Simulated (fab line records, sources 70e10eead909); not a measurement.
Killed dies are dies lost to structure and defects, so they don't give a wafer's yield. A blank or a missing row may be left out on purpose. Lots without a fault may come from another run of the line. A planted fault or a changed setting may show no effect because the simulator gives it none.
Tool commonality check | flow nand_harc | 4 lots, 8 wafers sampled

WHY IT WAS OPENED
At NHARC_END_SORT_01 the reading killed_at_array is flagged on 2 of 4 lots. Wafers without a fault read 27, standard deviation 10.
Rule: a lot is flagged when every wafer of it that has a number lies more than 4 standard deviations from that mean, or none has a number. The other lots count as sound.

lot  | measured     | on        | killed_at_array, wafer by wafer | flag
L789 | day 21 14:16 | prober-02 | 9                               |
L795 | day 22 06:43 | prober-02 | 32                              |
L798 | day 22 18:57 | prober-01 | 126 73 130                      | FLAGGED
L801 | day 24 01:17 | prober-01 | 141 100 83                      | FLAGGED
The numbers of the flagged lots are 109 on average: +82 against the usual, or +8 standard deviations.

WHICH TOOL RAN EACH LOT
The record holds 4 process steps before the reading, out of a route of 1159 steps. In each cell: the tool, then ch and the chambers that the sampled wafers went through, then the start.
lot  | flag    | NHARC_A_CHANNEL_FILL_D1_PRECLEAN_00 | NHARC_THIN_TSV_DEP_47           | NHARC_THIN_TSV_STRIP_62              | NHARC_THIN_TSV_DESCUM_35
L789 |         | wet_bench-05 ch 0,4,7, day 10 11:40 | pecvd-01 ch 0,1, day 20 20:43   | plasma_asher-01 ch 0,1, day 20 21:27 | rie_diel-09 ch 2,3, day 21 00:50
L795 |         | wet_bench-02 ch 0,2,7, day 12 02:29 | pecvd-04 ch 0,1,2, day 21 12:46 | plasma_asher-01 ch 0,1, day 21 13:35 | rie_diel-03 ch 1,2, day 21 17:02
L798 | FLAGGED | wet_bench-02 ch 3,5,6, day 12 09:07 | pecvd-04 ch 1,2, day 22 02:20   | plasma_asher-01 ch 0,1, day 22 03:21 | rie_diel-03 ch 0,1,2, day 22 06:58
L801 | FLAGGED | wet_bench-02 ch 1,2,5, day 13 04:32 | pecvd-01 ch 0,2, day 23 05:44   | plasma_asher-01 ch 0,1, day 23 06:43 | rie_diel-01 ch 0,2, day 23 10:09
What these steps do:
- NHARC_A_CHANNEL_FILL_D1_PRECLEAN_00: cleans in SC1.
- NHARC_THIN_TSV_DEP_47: deposits SiO2, target thk 200 nm.
- NHARC_THIN_TSV_STRIP_62: strips in N2/H2, time 20 s.
- NHARC_THIN_TSV_DESCUM_35: chemistry O2, time 3 s.
- NHARC_END_SORT_01

FLAGGED OVER TOTAL, TOOL BY TOOL (the gauges that took the reading come last)
step                                | tool            | lots run | flagged | share of the flagged lots | sound lots run after its first flagged lot
NHARC_A_CHANNEL_FILL_D1_PRECLEAN_00 | wet_bench-02    | 3        | 2       | all                       | 0
NHARC_A_CHANNEL_FILL_D1_PRECLEAN_00 | wet_bench-05    | 1        | 0       | none                      | -
NHARC_THIN_TSV_DEP_47               | pecvd-01        | 2        | 1       | some                      | 0
NHARC_THIN_TSV_DEP_47               | pecvd-04        | 2        | 1       | some                      | 0
NHARC_THIN_TSV_STRIP_62             | plasma_asher-01 | 4        | 2       | all                       | 0
NHARC_THIN_TSV_DESCUM_35            | rie_diel-01     | 1        | 1       | some                      | 0
NHARC_THIN_TSV_DESCUM_35            | rie_diel-03     | 2        | 1       | some                      | 0
NHARC_THIN_TSV_DESCUM_35            | rie_diel-09     | 1        | 0       | none                      | -
NHARC_END_SORT_01                   | prober-01       | 2        | 2       | all                       | 0
NHARC_END_SORT_01                   | prober-02       | 2        | 0       | none                      | -

WHAT THE TABLE ALLOWS
3 rows of the table ran every flagged lot: wet_bench-02 at NHARC_A_CHANNEL_FILL_D1_PRECLEAN_00, plasma_asher-01 at NHARC_THIN_TSV_STRIP_62, prober-01 at NHARC_END_SORT_01.
- wet_bench-02 at NHARC_A_CHANNEL_FILL_D1_PRECLEAN_00: 2 of its 3 lots flagged. Its last sound lot is L795 (day 12 02:29), its first flagged lot L798 (day 12 09:07): a fault that began between those two fits.
- plasma_asher-01 at NHARC_THIN_TSV_STRIP_62: 2 of its 4 lots flagged. Its last sound lot is L795 (day 21 13:35), its first flagged lot L798 (day 22 03:21): a fault that began between those two fits.
- prober-01 at NHARC_END_SORT_01: 2 of its 2 lots flagged. It ran no sound lot before its first flagged lot in this sample, so the start can't be narrowed down.
Counting lots can't tell these 3 tools apart, because each fits a fault that began at some hour. More lots, or a look at what each step does to the wafer, might.

WHAT THE SIMULATOR HAD PUT IN
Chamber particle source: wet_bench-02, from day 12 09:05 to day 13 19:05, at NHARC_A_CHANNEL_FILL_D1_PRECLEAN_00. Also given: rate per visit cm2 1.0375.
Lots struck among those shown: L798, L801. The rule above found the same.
